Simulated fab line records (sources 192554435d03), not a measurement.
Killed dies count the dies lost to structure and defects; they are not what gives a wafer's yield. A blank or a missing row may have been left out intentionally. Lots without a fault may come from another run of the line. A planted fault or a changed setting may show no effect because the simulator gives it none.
Matching of chambers -- flow n5-finfet -- N5_BEOL_M2_PRE_CLEAN_60 on cvd-co-01: 3 sister chambers
The step time 15 s. 30 wafers are shown with their chamber, then 12 later ones without.

## WAFERS, EACH WITH ITS CHAMBER
wafer,chamber,heater-power-w (W)
L074.2,0,94
L074.3,2,67
L074.5,1,91
L075.2,2,70
L075.4,1,94
L075.6,2,69
L080.4,1,93
L080.5,0,96
L080.6,2,69
L081.2,2,70
L081.3,0,98
L081.4,1,92
L083.1,0,97
L083.4,2,69
L083.5,2,68
L084.2,2,71
L084.3,2,69
L084.6,0,97
L085.3,1,95
L085.5,1,94
L085.6,2,69
L086.2,2,70
L086.3,1,95
L086.6,0,93
L089.1,1,92
L089.2,0,93
L089.6,1,93
L090.1,1,95
L090.4,0,95
L090.5,2,68

SIGNATURES (means of the wafers above)
reading,chamber 0,chamber 1,chamber 2,scatter within a chamber
heater-power-w,95.38,93.40,69.08,1.46
Rule: for each reading, subtract the chamber's mean from the wafer's reading, divide by that reading's scatter and square the result; add these up over the readings and take the root, which gives the wafer's distance from the chamber. The wafer belongs to the nearest chamber; if the next one is less than 2 further off, it can't be placed. The scatter: the root of (the sum of the squares of (reading less its chamber's mean) over the shown wafers, divided by (wafers less chambers)).

## WAFERS WITH NO CHAMBER GIVEN
wafer,heater-power-w (W)
L091.1,70
L091.4,71
L091.5,94
L092.2,97
L092.3,92
L092.6,95
L095.3,93
L095.5,68
L095.6,95
L097.2,93
L097.4,93
L097.5,70

## CHAMBER TAKEN BY EACH
wafer,from the rows above,in truth
L091.1,2,2
L091.4,2,2
L091.5,can't be placed: 1 or 0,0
L092.2,can't be placed: 0 or 1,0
L092.3,can't be placed: 1 or 0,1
L092.6,can't be placed: 0 or 1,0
L095.3,can't be placed: 1 or 0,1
L095.5,2,2
L095.6,can't be placed: 0 or 1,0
L097.2,can't be placed: 1 or 0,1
L097.4,can't be placed: 1 or 0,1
L097.5,2,2
Correct placement for 4 of the 12. Not placeable from these rows: 8 (in 8, the candidates include the true chamber). Number placed wrongly: 0.
